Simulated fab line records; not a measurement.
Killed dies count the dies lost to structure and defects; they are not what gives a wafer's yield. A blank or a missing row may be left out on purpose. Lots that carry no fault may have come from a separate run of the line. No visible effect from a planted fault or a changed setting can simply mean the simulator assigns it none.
Chamber matching -- flow nand harc -- NHARC_A_STAIRCASE_DEP_156 on pecvd-01: 3 sister chambers
The step deposits SiNx, target thk 50 nm. 14 wafers are shown with their chamber, then 7 later ones without.

WAFERS PAIRED WITH THEIR CHAMBERS
wafer,chamber,heater power w (W),heater power outer w (W)
L077.1,2,929,559
L077.4,2,908,563
L077.5,1,784,469
L079.2,0,695,454
L079.3,2,897,538
L079.5,0,562,364
L082.1,2,813,467
L082.4,0,665,429
L082.6,2,793,471
L084.1,2,798,474
L084.4,2,803,483
L084.5,1,742,426
L092.2,0,635,415
L092.4,0,633,417

SIGNATURES (means of the wafers above)
reading,chamber 0,chamber 1,chamber 2,scatter within a chamber
heater power w,638.00,763.00,848.71,53.9
heater power outer w,415.80,447.50,507.86,38.8
Rule: for each reading, subtract the chamber's mean from the wafer's reading, divide by that reading's scatter and square the result; add these up over the readings and take the root, which gives the wafer's distance from the chamber. The wafer belongs to the nearest chamber; if the next one is less than 2 further off, it can't be placed. The scatter: take each reading less its chamber's mean, square it, sum over the shown wafers, divide by the number of wafers less the number of chambers, and take the root.

WAFERS WITH NO CHAMBER GIVEN
wafer,heater power w (W),heater power outer w (W)
L092.6,930,547
L096.1,910,526
L096.5,878,498
L096.6,662,418
L097.1,913,552
L097.2,889,525
L097.6,887,510

WHICH CHAMBER EACH ONE RAN IN
wafer,from the rows above,in truth
L092.6,2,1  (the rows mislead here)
L096.1,2,2
L096.5,can't be placed: 2 or 1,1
L096.6,can't be placed: 0 or 1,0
L097.1,2,2
L097.2,2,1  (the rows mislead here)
L097.6,2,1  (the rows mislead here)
2 of 7 placed correctly. These rows do not allow placing 2 (true chamber among the candidates in 2). Wrongly placed: 3.
